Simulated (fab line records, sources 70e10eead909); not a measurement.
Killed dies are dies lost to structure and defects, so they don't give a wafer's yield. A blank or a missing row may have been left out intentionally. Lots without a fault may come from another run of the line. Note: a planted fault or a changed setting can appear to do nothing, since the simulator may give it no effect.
Which tool did it? :: flow nandHarc :: Sampling: 7 lots, 20 wafers, 2 of 1302 route steps

## WHAT THE GAUGES SHOWED, per wafer
NHARC_P_GATE_CD_MEAS_26: the cd target is 120 nm.
lot: L430
measured: day 5 11:13
on: cdSem-03
cdNm (nm): 119.0 119.7 119.0

lot: L437
measured: day 9 04:36
on: cdSem-01
cdNm (nm): 119.1 119.2 119.3

lot: L434
measured: day 9 07:24
on: cdSem-03
cdNm (nm): 122.5 120.1

lot: L442
measured: day 10 22:34
on: cdSem-02
cdNm (nm): 118.8 120.2 119.2

lot: L446
measured: day 11 22:33
on: cdSem-03
cdNm (nm): 119.3 120.5 120.4

lot: L449
measured: day 13 06:04
on: cdSem-02
cdNm (nm): 119.0 119.1 118.7

lot: L452
measured: day 14 12:59
on: cdSem-02
cdNm (nm): 120.2 120.1 120.1

## TOOL THAT RAN EACH LOT (tool first, then ch and the chambers of the sampled wafers, then the start)
lot: L430
NHARC_P_GATE_PEB_24: lithoTrack-04 ch 0, day 5 11:08

lot: L437
NHARC_P_GATE_PEB_24: lithoTrack-01 ch 0, day 9 04:31

lot: L434
NHARC_P_GATE_PEB_24: lithoTrack-06 ch 0, day 9 07:19

lot: L442
NHARC_P_GATE_PEB_24: lithoTrack-04 ch 0, day 10 22:29

lot: L446
NHARC_P_GATE_PEB_24: lithoTrack-04 ch 0, day 11 22:28

lot: L449
NHARC_P_GATE_PEB_24: lithoTrack-01 ch 0, day 13 05:59

lot: L452
NHARC_P_GATE_PEB_24: lithoTrack-06 ch 0, day 14 12:54
- NHARC_P_GATE_PEB_24: peb time 65 s.

## THE ANSWER, worked out from the rows above alone
Rule: usual is defined by the lots themselves. Put in order of their means at a reading, lots are off if they are a third of the lots or fewer, leave a main group of 4 or more, and stand apart from it by a gap of 3 or more times the standard deviation of the main group's means; of several such gaps the widest counts. The tables above print the reading to a certain number of digits; a main group whose means all agree to those digits is not used. A lot without any number at a reading at which 4 lots or more have one is off too. Where the step has rows for the other lots, those lots are counted as sound.
No lot is off at any reading shown: from this, nothing can be told.

## WHAT THE SIMULATOR HAD INSERTED
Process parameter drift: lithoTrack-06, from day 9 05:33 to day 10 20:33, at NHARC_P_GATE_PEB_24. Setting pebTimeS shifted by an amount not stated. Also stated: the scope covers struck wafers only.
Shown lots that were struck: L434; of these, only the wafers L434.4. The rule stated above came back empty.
